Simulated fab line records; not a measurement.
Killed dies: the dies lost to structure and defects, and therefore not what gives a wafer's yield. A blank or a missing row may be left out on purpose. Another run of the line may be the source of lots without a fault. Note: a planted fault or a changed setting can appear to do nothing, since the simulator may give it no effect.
fab line records	flow n5-finfet	part 1 of 2: steps 1 to 4 of 6
[record] lots = 24	wafers = 72	last-day = 20
route steps=1938 shown BEOL_M10@1503 BEOL_M11@1580 BEOL_M12@1618
lots that met no fault: from a run of the same line without faults
start-h: start of the lot's first displayed wafer, in hours after the record's first day	wait-h: how many hours have passed since the lot's step before this one	" same as the row above	L1.1+2: a row that stands for several wafers	- no value, or no start given	* or withheld: withheld	< > ~ a bound
route shown NAME@n: NAME is a module with steps in the file, n the number in the route of the first one	usual: mean and standard deviation over wafers with no fault	same: alike in all rows	chamber/n: place in a boat	sites: readings site by site	_std_site: how widely they spread, as a standard deviation	_edge_site: the outer-site mean with the inner-site mean subtracted	radius-mm: how far each site lies from the wafer's centre	mask NAME#n: copy n	behind: the last tool/chamber to shape the wafer	hold: why the lot was held/for how many hours/how that ended	device: whichever transistor did not switch (one of n, p or np)	end of line: at the end of the route, the tests of the same wafers	for a step that has no rows: nothing shown but its recipe	killed: at the first sort, the dies lost to defects and structure; wafer yield is something else	map: per-die view of a wafer (x killed, . not killed, _ where there is no die)
set.NAME: the run value of the setting; set.NAME@STEP: its run value at that earlier step	model.NAME: the simulator's own value behind a step, which no gauge read
the route's steps for a sample of lots (tables are steps, rows are wafers)
services: from which hour (start-h, from the record's first day; less than 0 if before it) a tool's chamber was out of use, for how many hours, and why
[[steps]]
[step N5_BEOL_M10_OVL_MEAS_29]
[recipe] points-per-wafer = 44
[usual] V9_OVL = 0.1/0.77
lot.wafer	tool	chamber	start-h	wait-h	V9_OVL[nm]
L075.2	overlay-02	0	242.75	0.0	0.3
L075.4	"	0	"	"	1.0
L075.5	"	0	"	"	1.5
L074.2	overlay-01	0	242.94	0.0	-1.3
L074.4	"	0	"	"	-1.3
L074.6	"	0	"	"	-1.7
L076.3	overlay-02	0	248.10	0.0	-0.4
L076.4	"	0	"	"	-0.2
L076.5	"	0	"	"	-0.4
L078.1	overlay-02	0	268.21	0.0	-1.9
L078.4	"	0	"	"	-0.2
L078.5	"	0	"	"	-0.6
L077.1	overlay-02	0	275.43	0.0	0.0
L077.5	"	0	"	"	-0.2
L077.6	"	0	"	"	0.0
L079.1	overlay-01	0	290.55	0.0	-1.0
L079.2	"	0	"	"	0.4
L079.3	"	0	"	"	-0.5
L081.2	overlay-02	0	293.42	0.0	-0.2
L081.3	"	0	"	"	-0.3
L081.4	"	0	"	"	1.0
L080.1	overlay-01	0	293.59	0.0	-0.7
L080.2	"	0	"	"	0.1
L080.4	"	0	"	"	-0.2
L082.3	overlay-01	0	302.81	0.0	-0.3
L082.5	"	0	"	"	-0.3
L082.6	"	0	"	"	0.6
L083.1	overlay-02	0	325.50	0.0	-0.4
L083.3	"	0	"	"	-0.7
L083.5	"	0	"	"	0.7
L085.3	overlay-02	0	344.39	0.0	-0.5
L085.4	"	0	"	"	0.2
L085.6	"	0	"	"	0.7
L084.3	overlay-02	0	344.67	0.0	-0.8
L084.5	"	0	"	"	-0.4
L084.6	"	0	"	"	-0.2
L088.1	overlay-02	0	349.40	0.0	0.3
L088.3	"	0	"	"	1.1
L088.6	"	0	"	"	0.2
L086.2	overlay-02	0	357.00	0.0	0.9
L086.3	"	0	"	"	0.1
L086.5	"	0	"	"	0.4
L087.1	overlay-02	0	357.05	0.0	0.8
L087.2	"	0	"	"	1.1
L087.5	"	0	"	"	-0.3
L089.2	overlay-01	0	359.24	0.0	1.1
L089.3	"	0	"	"	0.2
L089.5	"	0	"	"	-0.7
L092.3	overlay-01	0	363.18	0.0	-0.4
L092.4	"	0	"	"	0.6
L092.5	"	0	"	"	0.3
L090.4	overlay-02	0	367.14	0.0	1.2
L090.5	"	0	"	"	0.0
L090.6	"	0	"	"	1.4
L091.2	overlay-01	0	373.70	0.0	0.0
L091.4	"	0	"	"	-0.6
L091.6	"	0	"	"	-0.9
L094.1	overlay-02	0	377.54	0.0	0.4
L094.2	"	0	"	"	-0.9
L094.6	"	0	"	"	-0.9
L093.1	overlay-02	0	381.68	0.0	0.1
L093.2	"	0	"	"	-0.6
L093.6	"	0	"	"	0.2
L096.1	overlay-02	0	387.85	0.0	0.6
L096.2	"	0	"	"	-0.3
L096.4	"	0	"	"	1.4
L095.2	overlay-01	0	388.02	0.0	0.5
L095.3	"	0	"	"	0.8
L095.6	"	0	"	"	0.7
L097.1	overlay-01	0	415.78	0.0	0.9
L097.2	"	0	"	"	0.4
L097.4	"	0	"	"	-0.3
[step N5_BEOL_M10_ETCH_65]
[recipe] chemistry = CF4	target = SiARC	target-depth-a = 390	mask-material = CAR-ArF	time-s = 65	ion-energy-ev = 80	pressure-mtorr = 40	source-w = 545	bias-w = 36	Ar_flow_sccm = 100	cf4-flow-sccm = 100	ends = cleared
[usual] drypump-motor-current-A = 5.7/0.38	etch-rf-on-time-s = 64.8/1.2	mfc-ar-sccm = 100.0/0.35	oes-product-au = 0.71/0.069	rf-fwd-power-W = 538.3/2.5	rf-vpp-V = 184.6/0.94	showerhead-plenum-p-Torr = 2.18/0.049	throttle-valve-pct = 15.38/0.26
lot.wafer	tool	chamber	start-h	wait-h	drypump-motor-current-A	etch-rf-on-time-s	mfc-ar-sccm	oes-product-au	rf-fwd-power-W	rf-hours-counter-h	rf-vpp-V	showerhead-plenum-p-Torr	throttle-valve-pct
L075.2	rie-diel-06	3	243.17	0.0	4.9	66.1	100.1	0.58	539.6	229	182.8	2.04	15.71
L075.4	"	0	"	"	5.2	64.6	99.7	0.77	529.2	27	186.7	2.18	15.05
L075.5	"	3	"	"	4.9	66.8	100.3	0.58	538.5	-	181.9	2.04	15.72
L074.2	rie-diel-04	2	243.42	0.0	5.9	66.4	100.1	0.60	537.9	223	182.8	2.12	15.73
L074.4	"	0	"	"	6.0	64.4	100.2	0.77	537.9	48	184.9	2.18	15.12
L074.6	"	2	"	"	5.9	65.9	100.1	0.60	537.3	-	183.9	2.12	15.72
L076.3	rie-diel-04	1	248.19	0.0	6.2	64.8	100.3	0.61	539.2	221	182.8	2.20	16.03
L076.4	"	3	"	"	5.5	65.3	100.1	0.74	539.7	33	183.7	2.19	15.19
L076.5	"	0	"	"	6.1	64.2	100.1	0.76	539.1	-	185.7	2.18	15.13
L078.1	rie-diel-01	0	268.30	0.0	5.9	67.3	99.8	0.72	540.7	51	186.5	2.26	15.15
L078.4	"	1	"	"	5.3	67.3	100.2	0.60	540.5	237	186.8	2.21	15.90
L078.5	"	0	"	"	5.9	66.1	99.9	0.72	540.6	-	184.8	2.26	15.16
L077.1	rie-diel-04	0	275.53	0.0	6.1	65.0	99.6	0.75	538.6	57	184.5	2.18	15.14
L077.5	"	3	"	"	5.5	65.2	100.0	0.72	538.5	-	186.2	2.18	15.21
L077.6	"	2	"	"	5.9	67.1	99.5	0.59	537.4	-	184.4	2.11	15.73
L079.1	rie-diel-04	3	290.64	0.0	5.5	64.1	99.9	0.72	536.1	46	184.5	2.18	15.22
L079.2	"	2	"	"	5.9	66.0	100.2	0.59	535.8	237	182.8	2.11	15.76
L079.3	"	0	"	"	6.1	64.2	100.1	0.75	536.2	61	185.1	2.18	15.16
L081.2	rie-diel-04	0	293.51	0.0	6.1	64.2	100.1	0.74	539.7	63	185.7	2.18	15.18
L081.3	"	3	"	"	5.5	64.1	99.8	0.72	537.6	48	184.2	2.18	15.23
L081.4	"	2	"	"	5.9	66.8	100.0	0.59	537.7	238	184.0	2.11	15.76
L080.1	rie-diel-01	1	293.92	0.0	5.3	66.5	99.9	0.60	539.3	245	185.8	2.21	15.90
L080.2	"	0	"	"	5.9	66.4	100.3	0.70	539.7	60	183.5	2.26	15.17
L080.4	"	3	"	"	5.2	62.8	100.1	0.73	540.6	68	184.9	2.18	15.39
L082.3	rie-diel-01	1	302.90	0.0	5.3	64.8	100.3	0.60	538.7	248	184.6	2.21	15.92
L082.5	"	0	"	"	5.9	65.0	99.7	0.71	542.7	-	184.7	2.26	15.17
L082.6	"	3	"	"	5.2	61.9	99.3	0.73	535.7	-	183.5	2.18	15.41
L083.1	rie-diel-01	0	325.59	0.0	5.9	65.2	100.3	0.70	539.7	71	184.9	2.26	15.19
L083.3	"	2	"	"	5.9	65.9	100.6	0.66	542.0	114	184.6	2.22	15.34
L083.5	"	2	"	"	5.9	66.4	99.8	0.65	542.5	-	185.7	2.22	15.35
L085.3	rie-diel-01	0	344.72	0.0	5.9	65.5	100.3	0.68	539.4	79	184.9	2.26	15.19
L085.4	"	2	"	"	5.9	66.9	100.1	0.64	542.5	122	184.3	2.22	15.37
L085.6	"	1	"	"	5.3	63.5	99.1	0.86	541.8	-	184.7	2.21	15.41
L084.3	rie-diel-06	2	344.76	0.0	5.6	65.2	99.3	0.73	535.3	48	184.8	2.17	15.13
L084.5	"	2	"	"	5.6	64.5	99.2	0.74	537.9	-	185.1	2.17	15.15
L084.6	"	3	"	"	4.9	65.2	99.5	0.80	538.0	-	186.5	2.29	15.31
L088.1	rie-diel-01	3	349.49	0.0	5.2	62.2	100.3	0.70	537.3	89	184.2	2.17	15.45
L088.3	"	1	"	"	5.3	63.8	100.3	0.85	538.4	3	183.2	2.20	15.43
L088.6	"	2	"	"	5.9	65.8	100.0	0.64	542.9	-	186.4	2.22	15.37
L086.2	rie-diel-06	2	357.10	0.0	5.6	63.6	100.1	0.73	538.1	53	185.0	2.17	15.15
L086.3	"	3	"	"	5.0	64.2	100.0	0.78	539.5	12	183.6	2.29	15.32
L086.5	"	3	"	"	4.9	64.6	99.7	0.78	537.2	-	184.7	2.28	15.32
L087.1	rie-diel-04	0	357.14	0.0	6.0	64.4	100.6	0.72	541.6	84	184.2	2.17	15.22
L087.2	"	3	"	"	5.5	65.0	100.1	0.69	538.9	70	185.2	2.17	15.28
L087.5	"	3	"	"	5.5	64.9	99.8	0.69	541.4	-	184.4	2.17	15.28
L089.2	rie-diel-04	2	359.33	0.0	5.9	64.4	100.1	0.84	536.8	0	183.2	2.11	15.28
L089.3	"	0	"	"	6.1	64.6	100.0	0.72	539.1	85	184.2	2.17	15.22
L089.5	"	3	"	"	5.5	65.0	99.2	0.70	539.3	-	185.8	2.17	15.27
L092.3	rie-diel-04	3	363.36	0.0	5.5	62.8	100.4	0.71	538.2	72	183.7	2.17	15.28
L092.4	"	0	"	"	6.0	63.2	100.3	0.73	540.7	-	184.6	2.17	15.22
L092.5	"	2	"	"	5.9	62.4	99.9	0.83	535.4	-	183.9	2.11	15.30
L090.4	rie-diel-06	2	367.23	0.0	5.6	63.6	99.8	0.73	538.4	56	184.1	2.17	15.14
L090.5	"	3	"	"	4.9	64.9	100.1	0.77	536.1	-	185.1	2.28	15.30
L090.6	"	2	"	"	5.6	63.8	99.9	0.73	538.0	-	183.2	2.17	15.17
L091.2	rie-diel-06	0	373.79	0.0	5.2	65.6	99.7	0.71	532.3	72	185.3	2.17	15.11
L091.4	"	2	"	"	5.6	64.0	100.5	0.73	535.9	59	185.2	2.16	15.16
L091.6	"	0	"	"	5.2	65.5	100.3	0.71	533.6	-	185.1	2.17	15.10
L094.1	rie-diel-06	0	377.63	0.0	5.2	65.4	99.6	0.71	531.1	73	185.5	2.17	15.14
L094.2	"	3	"	"	4.9	64.5	99.8	0.76	537.2	21	184.8	2.28	15.32
L094.6	"	2	"	"	5.6	63.7	100.6	0.73	536.0	-	185.5	2.16	15.15
L093.1	rie-diel-01	3	381.87	0.0	5.2	63.2	99.5	0.69	537.4	101	184.7	2.17	15.47
L093.2	"	2	"	"	5.9	66.6	99.5	0.63	540.2	136	184.4	2.21	15.39
L093.6	"	2	"	"	5.9	66.8	100.0	0.63	540.1	-	185.5	2.21	15.39
L096.1	rie-diel-04	1	387.95	0.0	6.2	64.7	99.9	0.84	540.5	3	185.9	2.19	15.64
L096.2	"	0	"	"	6.1	65.1	100.1	0.70	538.1	97	184.1	2.16	15.22
L096.4	"	3	"	"	5.5	65.3	100.0	0.68	541.2	83	184.5	2.17	15.30
L095.2	rie-diel-04	3	388.58	0.0	5.5	64.5	100.3	0.68	537.1	83	185.2	2.17	15.30
L095.3	"	1	"	"	6.2	63.6	99.9	0.83	541.4	3	185.3	2.19	15.62
L095.6	"	0	"	"	6.1	64.5	100.0	0.71	538.4	-	185.2	2.16	15.24
L097.1	rie-diel-04	1	415.88	0.0	6.2	63.4	100.5	0.82	536.5	12	184.1	2.19	15.64
L097.2	"	3	"	"	5.5	65.4	99.8	0.67	540.3	91	184.5	2.17	15.31
L097.4	"	0	"	"	6.1	64.4	100.2	0.71	538.6	105	183.7	2.16	15.24
[step N5_BEOL_M11_STRIP_77]
[recipe] chemistry = N2/H2	time-s = 10	power-w = 450	temp-c = 40	pressure-mtorr = 20	rf-frequency-hz = 6e+07	bias-power-w = 7	n2-flow-sccm = 200	h2-flow-sccm = 200
[usual] drypump-motor-current-A = 5.7/0.48	oes-product-au = 0.81/0.096	rf-vpp-V = 59.1/0.94	showerhead-plenum-p-Torr = 2.54/0.093	throttle-valve-pct = 23.36/0.21
lot.wafer	tool	chamber	start-h	wait-h	drypump-motor-current-A	oes-product-au	rf-hours-counter-h	rf-vpp-V	showerhead-plenum-p-Torr	throttle-valve-pct
L075.2	rie-diel-02	1	-	-	6.5	0.75	149	59.0	2.42	23.56
L075.4	"	1	"	"	6.4	0.75	-	58.2	2.42	23.56
L075.5	"	3	"	"	6.0	0.71	-	58.1	2.39	23.22
L074.2	rie-diel-02	3	-	-	6.0	0.70	215	58.8	2.39	23.22
L074.4	"	1	"	"	6.4	0.75	-	59.2	2.42	23.56
L074.6	"	2	"	"	5.6	0.71	-	58.9	2.62	23.56
L076.3	rie-diel-02	1	-	-	6.4	0.75	151	58.4	2.42	23.57
L076.4	"	2	"	"	5.6	0.72	-	59.5	2.62	23.56
L076.5	"	1	"	"	6.4	0.75	-	59.5	2.42	23.58
L078.1	rie-diel-03	1	-	-	6.3	0.90	22	59.8	2.47	23.09
L078.4	"	2	"	"	5.7	0.97	7	58.0	2.60	23.24
L078.5	"	3	"	"	5.2	0.80	-	59.3	2.57	23.60
L077.1	rie-diel-03	1	-	-	6.4	0.89	23	61.3	2.47	23.09
L077.5	"	3	"	"	5.2	0.80	-	60.3	2.57	23.59
L077.6	"	0	"	"	5.1	0.70	-	59.7	2.60	23.47
L079.1	rie-diel-03	0	-	-	5.1	0.69	230	59.6	2.60	23.46
L079.2	"	3	"	"	5.2	0.78	88	60.6	2.57	23.61
L079.3	"	2	"	"	5.6	0.94	13	59.9	2.60	23.25
L080.1	rie-diel-03	1	-	-	6.3	0.89	29	57.6	2.47	23.11
L080.2	"	0	"	"	5.1	0.69	231	60.7	2.60	23.45
L080.4	"	2	"	"	5.6	0.94	14	60.4	2.60	23.25
L081.2	rie-diel-03	1	-	-	6.3	0.89	30	58.3	2.47	23.12
L081.3	"	2	"	"	5.7	0.94	15	58.5	2.60	23.27
L081.4	"	3	"	"	5.2	0.79	89	58.9	2.57	23.62
L082.3	rie-diel-05	1	-	-	5.4	0.82	93	59.7	2.67	23.12
L082.5	"	1	"	"	5.4	0.82	-	59.0	2.67	23.11
L082.6	"	2	"	"	5.6	0.95	-	58.3	2.69	23.33
L083.1	rie-diel-03	0	-	-	5.1	0.69	243	58.0	2.59	23.47
L083.3	"	3	"	"	5.2	0.78	101	58.5	2.56	23.63
L083.5	"	1	"	"	6.4	0.87	-	57.9	2.47	23.13
L084.3	rie-diel-02	3	-	-	6.0	0.69	245	58.9	2.37	23.25
L084.5	"	1	"	"	6.4	0.72	-	59.7	2.41	23.61
L084.6	"	3	"	"	6.0	0.68	-	57.2	2.37	23.27
L085.3	rie-diel-05	2	-	-	5.6	0.92	31	58.5	2.69	23.35
L085.4	"	0	"	"	5.6	0.88	42	59.9	2.48	23.42
L085.6	"	1	"	"	5.5	0.80	-	59.5	2.66	23.11
L088.1	rie-diel-02	1	-	-	6.4	0.72	178	58.5	2.41	23.61
L088.3	"	2	"	"	5.6	0.69	241	59.4	2.61	23.58
L088.6	"	1	"	"	6.4	0.72	-	59.6	2.41	23.62
L086.2	rie-diel-05	2	-	-	5.6	0.92	32	59.7	2.69	23.34
L086.3	"	1	"	"	5.4	0.81	104	59.7	2.66	23.11
L086.5	"	2	"	"	5.5	0.91	-	60.4	2.69	23.36
L087.1	rie-diel-05	0	-	-	5.6	0.87	44	57.7	2.48	23.42
L087.2	"	1	"	"	5.5	0.80	104	60.7	2.66	23.11
L087.5	"	2	"	"	5.6	0.91	-	59.2	2.69	23.34
L089.2	rie-diel-05	1	-	-	5.4	0.80	105	60.6	2.66	23.11
L089.3	"	2	"	"	5.5	0.91	34	60.9	2.68	23.35
L089.5	"	0	"	"	5.5	0.88	-	58.2	2.48	23.43
L092.3	rie-diel-02	2	-	-	5.6	0.69	248	57.2	2.60	23.61
L092.4	"	1	"	"	6.4	0.72	-	58.9	2.41	23.61
L092.5	"	3	"	"	6.0	0.68	-	58.1	2.37	23.27
L090.4	rie-diel-02	1	-	-	6.4	0.71	-	60.5	2.41	23.62
L090.5	"	3	"	"	6.0	0.68	-	58.1	2.37	23.27
L090.6	"	2	"	"	5.6	0.68	-	59.6	2.60	23.60
L091.2	rie-diel-03	1	-	-	6.4	0.84	57	60.9	2.46	23.15
L091.4	"	2	"	"	5.7	0.90	35	58.7	2.59	23.29
L091.6	"	3	"	"	5.2	0.76	-	58.6	2.56	23.64
L094.1	rie-diel-03	0	-	-	5.1	0.97	5	59.2	2.59	22.99
L094.2	"	2	"	"	5.6	0.89	37	60.8	2.59	23.30
L094.6	"	1	"	"	6.3	0.84	-	56.9	2.46	23.15
L093.1	rie-diel-02	0	-	-	5.0	0.91	26	60.1	2.59	22.96
L093.2	"	2	"	"	5.6	0.69	257	60.4	2.60	23.60
L093.6	"	2	"	"	5.6	0.68	-	59.2	2.60	23.61
L096.1	rie-diel-03	3	-	-	5.1	0.75	121	59.7	2.56	23.65
L096.2	"	0	"	"	5.1	0.97	7	59.3	2.59	23.02
L096.4	"	2	"	"	5.6	0.90	39	57.9	2.59	23.28
L095.2	rie-diel-03	3	-	-	5.2	0.76	122	59.2	2.56	23.65
L095.3	"	1	"	"	6.4	0.83	62	57.6	2.46	23.14
L095.6	"	3	"	"	5.2	0.76	-	60.1	2.56	23.65
L097.1	rie-diel-03	0	-	-	5.1	0.93	15	57.4	2.58	23.00
L097.2	"	3	"	"	5.2	0.75	130	59.4	2.55	23.66
L097.4	"	1	"	"	6.4	0.83	68	59.9	2.45	23.15
[step N5_BEOL_M11_ANNEAL_51]
[recipe] temp-c = 225	time-s = 90	ambient = N2
[usual] wafer_temp_C_max = 226.3/0.36
lot.wafer	tool	chamber	start-h	wait-h	wafer_temp_C_max
L075.2	rtp-anneal-01	0	255.17	0.9	226.2
L075.4	"	0	"	"	226.3
L075.5	"	0	"	"	226.1
L074.2	rtp-anneal-02	0	256.45	0.1	226.5
L074.4	"	0	"	"	226.1
L074.6	"	0	"	"	226.6
L076.3	rtp-anneal-02	0	258.17	0.1	226.4
L076.4	"	0	"	"	226.6
L076.5	"	0	"	"	226.4
L078.1	rtp-anneal-01	0	279.68	0.4	226.1
L078.4	"	0	"	"	226.0
L078.5	"	0	"	"	226.5
L077.1	rtp-anneal-01	0	283.79	0.2	225.6
L077.5	"	0	"	"	226.1
L077.6	"	0	"	"	226.0
L079.1	rtp-anneal-02	0	301.67	0.3	226.3
L079.2	"	0	"	"	226.6
L079.3	"	0	"	"	226.4
L080.1	rtp-anneal-01	0	305.74	0.2	226.0
L080.2	"	0	"	"	225.8
L080.4	"	0	"	"	225.8
L081.2	rtp-anneal-01	0	307.58	0.1	225.8
L081.3	"	0	"	"	226.0
L081.4	"	0	"	"	225.8
L082.3	rtp-anneal-02	0	316.01	0.1	227.0
L082.5	"	0	"	"	226.8
L082.6	"	0	"	"	226.1
L083.1	rtp-anneal-01	0	340.99	0.1	226.2
L083.3	"	0	"	"	226.4
L083.5	"	0	"	"	225.9
L084.3	rtp-anneal-01	0	359.14	0.2	226.0
L084.5	"	0	"	"	226.2
L084.6	"	0	"	"	225.9
L085.3	rtp-anneal-01	0	359.41	0.2	226.1
L085.4	"	0	"	"	225.9
L085.6	"	0	"	"	225.8
L088.1	rtp-anneal-02	0	360.75	0.1	226.4
L088.3	"	0	"	"	226.3
L088.6	"	0	"	"	226.5
L086.2	rtp-anneal-02	0	368.40	0.1	226.4
L086.3	"	0	"	"	226.2
L086.5	"	0	"	"	226.6
L087.1	rtp-anneal-01	0	369.83	0.7	226.1
L087.2	"	0	"	"	226.0
L087.5	"	0	"	"	225.9
L089.2	rtp-anneal-02	0	372.93	0.3	226.4
L089.3	"	0	"	"	226.2
L089.5	"	0	"	"	226.5
L092.3	rtp-anneal-01	0	375.45	0.1	227.1
L092.4	"	0	"	"	226.4
L092.5	"	0	"	"	226.4
L090.4	rtp-anneal-02	0	382.29	0.4	226.8
L090.5	"	0	"	"	226.4
L090.6	"	0	"	"	226.3
L091.2	rtp-anneal-01	0	383.85	0.2	226.1
L091.4	"	0	"	"	226.0
L091.6	"	0	"	"	226.2
L094.1	rtp-anneal-02	0	390.06	0.1	226.4
L094.2	"	0	"	"	226.4
L094.6	"	0	"	"	225.9
L093.1	rtp-anneal-01	0	391.27	0.3	226.0
L093.2	"	0	"	"	226.1
L093.6	"	0	"	"	225.8
L096.1	rtp-anneal-02	0	398.00	0.1	226.3
L096.2	"	0	"	"	226.8
L096.4	"	0	"	"	226.8
L095.2	rtp-anneal-01	0	400.56	0.6	226.4
L095.3	"	0	"	"	226.1
L095.6	"	0	"	"	226.2
L097.1	rtp-anneal-02	0	429.60	0.6	226.3
L097.2	"	0	"	"	227.0
L097.4	"	0	"	"	227.1
